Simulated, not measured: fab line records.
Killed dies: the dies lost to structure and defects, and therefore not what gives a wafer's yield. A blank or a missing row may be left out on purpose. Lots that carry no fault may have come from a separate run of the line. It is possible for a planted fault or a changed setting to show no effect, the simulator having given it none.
Chamber matching :: flow n5-finfet :: 4 sister chambers for N5_SD_EPI_N_SD_RECESS_17 on rie-si-05
The step chemistry HBr/Cl2/O2, target depth 41 nm, time 23.7 s, bt time 3 s. 8 wafers are shown with their chamber, then 7 later ones without.

EACH WAFER AND ITS CHAMBER
wafer: L512.4
chamber: 2
drypump-motor-current-A (A): 5.4
throttle-valve-pct (%): 36.6

wafer: L512.6
chamber: 1
drypump-motor-current-A (A): 6.0
throttle-valve-pct (%): 37.0

wafer: L517.2
chamber: 0
drypump-motor-current-A (A): 5.8
throttle-valve-pct (%): 37.0

wafer: L517.6
chamber: 0
drypump-motor-current-A (A): 5.8
throttle-valve-pct (%): 37.0

wafer: L518.3
chamber: 3
drypump-motor-current-A (A): 6.7
throttle-valve-pct (%): 37.5

wafer: L518.4
chamber: 2
drypump-motor-current-A (A): 5.4
throttle-valve-pct (%): 36.5

wafer: L518.5
chamber: 1
drypump-motor-current-A (A): 6.1
throttle-valve-pct (%): 37.0

wafer: L524.2
chamber: 3
drypump-motor-current-A (A): 6.8
throttle-valve-pct (%): 37.5

WAFERS MISSING THEIR CHAMBER
wafer: L524.4
drypump-motor-current-A (A): 5.8
throttle-valve-pct (%): 37.0

wafer: L524.5
drypump-motor-current-A (A): 5.4
throttle-valve-pct (%): 36.6

wafer: L529.1
drypump-motor-current-A (A): 5.9
throttle-valve-pct (%): 37.0

wafer: L529.6
drypump-motor-current-A (A): 6.0
throttle-valve-pct (%): 37.0

wafer: L531.1
drypump-motor-current-A (A): 5.8
throttle-valve-pct (%): 37.0

wafer: L531.3
drypump-motor-current-A (A): 6.7
throttle-valve-pct (%): 37.4

wafer: L531.4
drypump-motor-current-A (A): 6.0
throttle-valve-pct (%): 37.0

THE CHAMBER EACH PASSED THROUGH
wafer: L524.4
from the rows above: 0
in truth: 0

wafer: L524.5
from the rows above: 2
in truth: 2

wafer: L529.1
from the rows above: can't be placed: 0 or 1
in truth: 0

wafer: L529.6
from the rows above: 1
in truth: 1

wafer: L531.1
from the rows above: 0
in truth: 0

wafer: L531.3
from the rows above: 3
in truth: 3

wafer: L531.4
from the rows above: 1
in truth: 1
Correct placement for 6 of the 7. Unplaceable from these rows: 1, with the true chamber sitting among the candidates in 1. Number placed wrongly: 0.
How it was worked out, from the rows above alone: a wafer's distance from a chamber is the root of the sum, over the readings, of the square of ((its reading less the chamber's mean) divided by the reading's scatter). The wafer belongs to the nearest chamber; if the next one is less than 2 further off, it can't be placed. A chamber's mean is the mean of its shown wafers. The scatter is the square root of a quotient: the sum, over the shown wafers, of each reading's squared deviation from its chamber's mean, divided by wafers minus chambers.
